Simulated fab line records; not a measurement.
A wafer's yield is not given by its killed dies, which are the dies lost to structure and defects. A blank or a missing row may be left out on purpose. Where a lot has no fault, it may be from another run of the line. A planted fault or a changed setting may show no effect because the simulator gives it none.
Matching of chambers    flow n5_finfet    3 sister chambers for N5_BEOL_M5_CURE_80 on uv_cure-01
The step cures SiCOH lowk, time 120 s. 6 wafers are shown with their chamber, then 7 later ones without.

== EACH WAFER AND ITS CHAMBER ==
wafer   chamber  wafer_temp_C_max  lamp_power_pct (%)
L633.4  2        373.1             52.25
L633.5  2        372.2             52.32
L639.3  1        371.1             52.37
L639.4  1        371.2             52.25
L647.2  0        371.3             52.24
L647.3  0        372.4             52.26

== WAFERS WHOSE CHAMBER IS MISSING ==
wafer   wafer_temp_C_max  lamp_power_pct (%)
L647.4  372.0             52.29
L648.3  372.2             52.41
L648.4  372.4             52.30
L648.5  372.5             52.27
L649.2  372.1             52.39
L649.3  372.3             52.31
L649.5  371.6             52.30

== THE CHAMBER EACH PASSED THROUGH ==
wafer   from the rows above           in truth
L647.4  can't be placed: 0 or 2 or 1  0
L648.3  can't be placed: 2 or 1 or 0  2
L648.4  can't be placed: 2 or 0 or 1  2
L648.5  can't be placed: 2 or 0       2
L649.2  can't be placed: 2 or 1 or 0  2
L649.3  can't be placed: 2 or 0 or 1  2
L649.5  can't be placed: 1 or 0 or 2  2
0 of 7 placed correctly. Cannot be placed on the basis of these rows: 7; the candidates contain the true chamber in 7. Number placed wrongly: 0.
How it was worked out, from the rows above alone: a wafer's distance from a chamber is the root of the sum, over the readings, of the square of ((its reading less the chamber's mean) divided by the reading's scatter). The wafer belongs to the nearest chamber; if the next one is less than 2 further off, it can't be placed. Each chamber's mean is taken over the wafers shown for it. How the scatter is found: for the shown wafers, subtract from each reading the mean of its chamber, square and add these, divide the total by (wafers less chambers), then take the root.
